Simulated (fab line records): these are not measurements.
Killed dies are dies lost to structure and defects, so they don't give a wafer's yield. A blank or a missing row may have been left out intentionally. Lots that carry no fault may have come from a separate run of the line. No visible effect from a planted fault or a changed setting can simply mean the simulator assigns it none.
Comparing a struck lot with a sound one || flow nand-harc || 14 steps out of a route of 1302
Sound: these wafers, L107.2, L107.3, L107.6. Struck: wafers L106.4, L106.5, L106.6. The cause comes at the end.
For every step that has rows: the tool of each side, followed by ch and its chambers, followed by its first start. Under that, the readings that differ: sound wafers || struck wafers || difference of the means || sigmas: that difference in standard deviations of wafers without a fault.
alike: a reading whose means differ by less than 2 such deviations, as well as words and numbers matching on both sides. not compared: withheld readings; readings where some wafer has no value; bounds like >300 that might hide an equal value; numbers whose values overlap and for which the record gives no deviation.
Wherever a step has rows on one side only, a row that says differs or no value, or a row with sigmas, the two part there. Numbers that don't overlap but have no deviation are shown without sigmas and don't part them. A reading that every wafer of one side lacks parts them only if that side has two wafers or more.

NHARC_A_WL_FILL_STRIP_27: strips in N2/H2, time 20 s.
  sound on plasma-asher-01 ch 1, day 21 07:00; struck on plasma-asher-01 ch 0,1, day 21 02:32
{"reading": "rf-refl-power-W (W)", "sound": "32 32 32", "struck": "- - -", "difference": "no value on the struck wafers", "sigmas": ""}
  alike: drypump-motor-current-A, heater-power-w
  not compared: rf-hours-counter-h
then, 4 steps without rows for these wafers: NHARC_A_WL_FILL_STRIP_28 (strips in post etch residue remover, time 1200 s); NHARC_A_WL_FILL_PRECLEAN_06 (cleans in DIW, time 300 s); NHARC_A_WL_FILL_SRD_07; NHARC_A_WL_FILL_ANNEAL_08 (time 1800 s).
NHARC_A_WL_FILL_ALD_10: deposits SiO2, target thk 50 nm, pulse time 10 s, ald cycles 500.
  sound on ald-hk-02 ch 0,3, day 21 11:53; struck on ald-hk-02 ch 1,2,3, day 21 08:59
  alike: heater-power-w, precursor-pulse-height-rel
NHARC_A_WL_FILL_ETCHBACK_16: etches the open film in C4F8/O2/Ar, target depth 120 nm, time 24 s.
  sound on rie-diel-06 ch 0,2; struck on rie-diel-03 ch 1,2,3
  alike: oes-product-au, rf-vpp-V
  not compared: rf-hours-counter-h
then, 1 step without rows for these wafers: NHARC_A_WL_FILL_STRIP_29 (strips in O2, time 20 s).
NHARC_A_WL_FILL_ETCHBACK_17: etches the open film in Cl2/BCl3, target depth 4 nm, time 26.7 s.
  sound on rie-metal-01 ch 0,1, day 21 16:44; struck on rie-metal-03 ch 0,1, day 21 12:48
  alike: drypump-motor-current-A, he-backside-leak-sccm, oes-product-au
  not compared: rf-hours-counter-h
then, 2 steps without rows for these wafers: NHARC_A_WL_FILL_PRECLEAN_18 (cleans in dHF, time 30 s); NHARC_A_WL_FILL_SRD_21.
NHARC_A_WL_FILL_CVD_23: deposits poly-Si, target thk 40 nm, time 800 s.
  sound on lpcvd-poly-01 ch 0, day 21 19:23; struck on lpcvd-poly-03 ch 0, day 22 21:19
NHARC_A_WL_FILL_ETCHBACK_26: etches the open film in HBr, target depth 52 nm, time 13.3 s.
  sound on rie-si-05 ch 1,3, day 21 21:58; struck on rie-si-06 ch 0,2,3, day 22 23:55
  alike: drypump-motor-current-A, he-backside-leak-sccm, oes-product-au, throttle-valve-pct
  not compared: rf-hours-counter-h
-- the record jumps here: 3 days lie between the struck wafers' starts before and after (it left off in module A_WL_FILL and takes up again in module END, whose first step shown is number 1302 of the route) --
NHARC_END_SORT_01:
  at this point the record logs the struck wafers (prober-02 ch 0, day 26 07:49) and has no rows for the sound ones

## WHERE THEY PART
First at NHARC_A_WL_FILL_STRIP_27; last, within this record, at NHARC_END_SORT_01.

WHY: what had been put in by the simulator
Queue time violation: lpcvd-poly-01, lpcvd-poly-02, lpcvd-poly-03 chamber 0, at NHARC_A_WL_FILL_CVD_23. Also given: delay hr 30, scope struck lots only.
